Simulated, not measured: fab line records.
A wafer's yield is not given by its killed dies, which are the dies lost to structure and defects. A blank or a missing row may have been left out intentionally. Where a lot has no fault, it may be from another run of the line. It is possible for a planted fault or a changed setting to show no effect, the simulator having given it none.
Chamber matching || flow n5 finfet || N5_BEOL_M2_CO_CAP_55 on cvd co-02: 3 sister chambers
The step material Co, precursor CCTBA/H2, target thk 2 nm, time 102.1 s. 3 wafers are shown with their chamber, then 12 later ones without.

EACH WAFER AND ITS CHAMBER
{"wafer": "L090.1", "chamber": 0, "heater power w (W)": 240}
{"wafer": "L090.2", "chamber": 1, "heater power w (W)": 256}
{"wafer": "L090.3", "chamber": 2, "heater power w (W)": 248}

WAFERS WITH NO CHAMBER GIVEN
{"wafer": "L090.4", "heater power w (W)": 248}
{"wafer": "L090.5", "heater power w (W)": 244}
{"wafer": "L090.6", "heater power w (W)": 252}
{"wafer": "L096.4", "heater power w (W)": 254}
{"wafer": "L096.5", "heater power w (W)": 252}
{"wafer": "L096.6", "heater power w (W)": 239}
{"wafer": "L095.1", "heater power w (W)": 255}
{"wafer": "L095.3", "heater power w (W)": 242}
{"wafer": "L095.4", "heater power w (W)": 257}
{"wafer": "L097.1", "heater power w (W)": 252}
{"wafer": "L097.2", "heater power w (W)": 245}
{"wafer": "L097.5", "heater power w (W)": 254}

WHICH CHAMBER EACH ONE RAN IN
{"wafer": "L090.4", "from the rows above": 2, "in truth": 2}
{"wafer": "L090.5", "from the rows above": "can't be placed: 0 or 2", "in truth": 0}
{"wafer": "L090.6", "from the rows above": "can't be placed: 1 or 2", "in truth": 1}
{"wafer": "L096.4", "from the rows above": "can't be placed: 1 or 2", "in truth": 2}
{"wafer": "L096.5", "from the rows above": "can't be placed: 1 or 2", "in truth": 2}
{"wafer": "L096.6", "from the rows above": 0, "in truth": 0}
{"wafer": "L095.1", "from the rows above": 1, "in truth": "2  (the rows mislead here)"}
{"wafer": "L095.3", "from the rows above": "can't be placed: 0 or 2", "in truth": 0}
{"wafer": "L095.4", "from the rows above": 1, "in truth": 1}
{"wafer": "L097.1", "from the rows above": "can't be placed: 1 or 2", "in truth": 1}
{"wafer": "L097.2", "from the rows above": "can't be placed: 2 or 0", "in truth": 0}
{"wafer": "L097.5", "from the rows above": "can't be placed: 1 or 2", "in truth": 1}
Placed correctly: 3 of 12. Cannot be placed on the basis of these rows: 8; the candidates contain the true chamber in 8. Placed wrongly: 1.
How it was worked out, from the rows above alone: a wafer's distance from a chamber is the root of the sum, over the readings, of the square of ((its reading less the chamber's mean) divided by the reading's scatter). If the next closest chamber is less than 2 further off than the closest, the wafer can't be placed; otherwise it belongs to the closest. The mean given for a chamber averages the wafers shown for that chamber. The scatter: root of mean squared gap, hidden wafer to nearest shown wafer, with one shown wafer a chamber.
